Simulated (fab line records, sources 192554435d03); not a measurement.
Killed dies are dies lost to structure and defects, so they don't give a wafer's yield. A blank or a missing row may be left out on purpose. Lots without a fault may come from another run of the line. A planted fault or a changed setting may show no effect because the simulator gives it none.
A struck lot beside a sound one | flow n5_finfet | 16 steps out of a route of 1938
Sound: wafers L545.1, L545.2, L545.3. Struck: wafer L560.6. (L560.2, L560.4 of the same lot were not struck and are left out.) The cause comes at the end.
At each step with rows: each side's tool, then ch and its chambers, then its first start. Under that, the readings that differ: sound wafers | struck wafers | difference of the means | sigmas: that difference in standard deviations of wafers without a fault.
alike: readings whose means differ by less than 2 such deviations, and words and numbers that are the same on both sides. not compared: withheld readings, readings that some wafer has no value for, bounds like >300 that may hide the same value, and numbers for which the record gives no deviation and whose values overlap.
The two part at a step that has a row with sigmas, a row that says differs or no value, or rows on one side only. Numbers that don't overlap but have no deviation are shown without sigmas and don't part them. A reading that every wafer of one side lacks parts them only if that side has two wafers or more.

first, 8 steps without rows for these wafers: N5_MOL_CONTACT_COAG_COAT_104 (time 60 s, resist thk 12 nm); N5_MOL_CONTACT_COAG_COAT_58 (time 60 s, resist thk 10 nm); N5_MOL_CONTACT_COAG_COAT_02 (resist thk 30 nm); N5_MOL_CONTACT_COAG_EBR_04; N5_MOL_CONTACT_COAG_SOFTBAKE_03 (time 60 s); N5_MOL_CONTACT_COAG_EXPOSE_05 (exposes mask CA, defocus 0 nm); N5_MOL_CONTACT_COAG_PEB_06 (peb time 60 s); N5_MOL_CONTACT_COAG_DEVELOP_07 (develop time 30 s).
N5_MOL_CONTACT_COAG_CD_MEAS_08: target cd 28 nm.
  sound on cd_sem-01 ch 0, day 4 23:41; struck on cd_sem-01 ch 0, day 8 12:07
  alike: cd_nm
N5_MOL_CONTACT_COAG_OVL_MEAS_09:
  sound on overlay-01 ch 0, day 4 23:44; struck on overlay-02 ch 0, day 8 12:08
  alike: CA_OVL
N5_MOL_CONTACT_COAG_INSPECT_10: inspects for defects (brightfield).
  sound on defect_inspect-02, day 4 23:47; struck on defect_inspect-01, day 8 12:12
  alike: raw_defect_count
N5_MOL_CONTACT_COAG_DESCUM_13: chemistry O2, time 7 s.
  sound on rie_diel-02 ch 1,2,3, day 4 23:49; struck on rie_diel-06 ch 1, day 8 12:17
  alike: bias_power_w, drypump_motor_current_A, oes_product_au, rf_vpp_V, showerhead_plenum_p_Torr, throttle_valve_pct
  not compared: rf_hours_counter_h
N5_MOL_CONTACT_COAG_ETCH_59: etches underlayer in N2/H2, target depth 13 nm, time 10.4 s.
  sound on rie_diel-02 ch 1,2,3, day 4 23:51; struck on rie_diel-06 ch 1, day 8 12:19
  reading               | sound             | struck | difference | sigmas
  etch_rf_on_time_s (s) | 10.00 10.63 10.27 | 6.80   | -3.50      | -13
  oes_product_au (a.u.) | 0.64 0.61 0.67    | 0.78   | +0.14      | +2
  alike: bias_w, drypump_motor_current_A, n2_flow_sccm, rf_vpp_V, showerhead_plenum_p_Torr, throttle_valve_pct
  not compared: rf_hours_counter_h
N5_MOL_CONTACT_COAG_ETCH_105: etches SiARC in CF4, target depth 15.6 nm, time 26 s.
  sound on rie_diel-02 ch 1,2,3, day 4 23:52; struck on rie_diel-06 ch 1, day 8 12:20
  reading    | sound             | struck | difference | sigmas
  bias_w (W) | 36.02 36.06 36.10 | 35.83  | -0.23      | -2
  alike: drypump_motor_current_A, etch_rf_on_time_s, oes_product_au, rf_vpp_V, showerhead_plenum_p_Torr, throttle_valve_pct
  not compared: rf_hours_counter_h
-- the record jumps here: 4 days lie between the struck wafers' starts before and after (it left off in module MOL_CONTACT_COAG and takes up again in module BEOL_M4, whose first step shown is number 1111 of the route) --
N5_BEOL_M4_RC_MEAS_101:
  sound on prober-01 ch 0, day 7 22:58; struck on prober-01 ch 0, day 12 15:16
  reading   | sound             | struck | difference | sigmas
  VT_N (mV) | 250.4 252.9 250.9 | 245.7  | -5.7       | -2
  alike: DIBL_N, DIBL_P, IOFF_N, IOFF_P, ION_N, ION_P, SS_N, SS_P, VT_P
-- the record jumps here: 5 days lie between the struck wafers' starts before and after (it left off in module BEOL_M4 and takes up again in module PASSIVATION, whose first step shown is number 1936 of the route) --
N5_PASSIVATION_PROBE_49:
  sound on prober-02, day 12 00:01; struck on prober-02, day 17 11:58
  alike: defect_limited_yield, killed_at_M0_to_M3, killed_at_M4_up, killed_at_contacts, killed_at_front_end, killed_at_other, killed_dies, killed_open, killed_short, sort_bin_5_function, sort_bin_6_memory, sort_n_pass, sort_yield_pct

WHERE THEY PART
First at N5_MOL_CONTACT_COAG_ETCH_59; last, within this record, at N5_BEOL_M4_RC_MEAS_101. Later steps at which nothing parts them and some readings are alike: N5_PASSIVATION_PROBE_49.

WHY: what the simulator had put in
Process parameter drift: rie_diel-06, from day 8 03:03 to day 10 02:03, at N5_MOL_CONTACT_COAG_ETCH_59. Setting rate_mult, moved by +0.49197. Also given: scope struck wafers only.
